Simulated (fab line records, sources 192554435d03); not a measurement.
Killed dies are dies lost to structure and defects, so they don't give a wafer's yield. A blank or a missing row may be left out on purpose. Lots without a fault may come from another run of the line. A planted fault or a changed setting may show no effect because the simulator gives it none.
A struck lot beside a sound one | flow n5_finfet | 22 steps out of a route of 1938
Sound: wafers L167.3, L167.4, L167.6. Struck: wafers L162.2, L162.4, L162.6. The cause comes at the end.
At each step with rows: each side's tool, then ch and its chambers, then its first start. Under that, the readings that differ: sound wafers | struck wafers | difference of the means | sigmas: that difference in standard deviations of wafers without a fault.
alike: readings whose means differ by less than 2 such deviations, and words and numbers that are the same on both sides. not compared: withheld readings, readings that some wafer has no value for, bounds like >300 that may hide the same value, and numbers for which the record gives no deviation and whose values overlap.
The two part at a step that has a row with sigmas, a row that says differs or no value, or rows on one side only. Numbers that don't overlap but have no deviation are shown without sigmas and don't part them. A reading that every wafer of one side lacks parts them only if that side has two wafers or more.

first, 12 steps without rows for these wafers: N5_SDB_STRIP_19 (strips in N2/H2); N5_SDB_STRIP_21 (strips in CF4); N5_SDB_HM_OPEN_20 (chemistry CH3F/O2, target SiNx, stops on poly-Si, target depth 24 nm); N5_SDB_STRIP_22 (strips in N2/H2); N5_SDB_PRECLEAN_23 (cleans in dHF, time 30 s); N5_SDB_DUMMY_REMOVE_24 (chemistry TMAH, target poly-Si, stops on SiO2, target depth 142 nm, time 57 s, rinse time 30 s); N5_SDB_ETCH_25 (etches SiO2 in C4F6/O2, target depth 10 nm, time 3.3 s); N5_SDB_CUT_ETCH_26 (etches Si in HBr/Cl2/O2, target depth 129.6 nm, bt time 20 s, time 51.8 s); N5_SDB_PRECLEAN_38 (cleans in dHF, time 10 s); N5_SDB_PRECLEAN_39 (cleans in O3/DIW, time 45 s); N5_SDB_SRD_28 (time 30 s); N5_SDB_ALD_29 (deposits SiNx, target thk 30 nm, pulse time 1 s, ald cycles 600).
N5_SDB_CMP_30: polishes, stops on poly-Si, t overpolish 1.54 s, target thk 30 nm.
  sound on cmp-04 ch 1,2, day 8 12:43; struck on cmp-01 ch 1,2,3, day 7 03:37
  alike: motor_current_A, overpolish_run_s, time_to_endpoint_s
N5_SDB_INSPECT_36: inspects for defects (darkfield).
  sound on defect_inspect-01, day 8 13:00; struck on defect_inspect-01, day 7 03:52
  reading          | sound    | struck      | difference | sigmas
  raw_defect_count | 47 27 24 | 590 560 602 | +551       | +32
then, 4 steps without rows for these wafers: N5_DUMMY_REMOVAL_HM_STRIP_01 (strips SiNx in CH3F/O2, stops on poly-Si, target depth 4 nm, time 6.8 s); N5_DUMMY_REMOVAL_STRIP_10 (strips in N2/H2, time 40 s); N5_DUMMY_REMOVAL_PRECLEAN_07 (cleans in dHF, time 30 s); N5_DUMMY_REMOVAL_DUMMY_REMOVE_02 (chemistry TMAH, target poly-Si, stops on SiO2, target depth 142 nm, time 57 s, rinse time 30 s).
N5_DUMMY_REMOVAL_INSPECT_06: inspects for defects (brightfield).
  sound on defect_inspect-02, day 8 13:14; struck on defect_inspect-01, day 7 04:08
  reading          | sound   | struck      | difference | sigmas
  raw_defect_count | 12 14 5 | 588 554 574 | +562       | +99 or more
then, 1 step without rows for these wafers: N5_DUMMY_REMOVAL_PRECLEAN_08 (cleans in NF3:NH3, afs cycles 2, time 20 s, sublimation time 60 s).
-- the record jumps here: 4 days lie between the struck wafers' starts before and after (it left off in module DUMMY_REMOVAL and takes up again in module BEOL_M4, whose first step shown is number 1111 of the route) --
N5_BEOL_M4_RC_MEAS_101:
  sound on prober-02 ch 0, day 12 06:36; struck on prober-02 ch 0, day 11 11:08
  alike: DIBL_N, DIBL_P, IOFF_N, IOFF_P, ION_N, ION_P, SS_N, SS_P, VT_N, VT_P
-- the record jumps here: 4 days lie between the struck wafers' starts before and after (it left off in module BEOL_M4 and takes up again in module PASSIVATION, whose first step shown is number 1936 of the route) --
N5_PASSIVATION_PROBE_49:
  the record has rows for the struck wafers here (prober-01, day 15 19:34) and none for the sound ones

WHERE THEY PART
First at N5_SDB_INSPECT_36; last, within this record, at N5_PASSIVATION_PROBE_49.

WHY: what the simulator had put in
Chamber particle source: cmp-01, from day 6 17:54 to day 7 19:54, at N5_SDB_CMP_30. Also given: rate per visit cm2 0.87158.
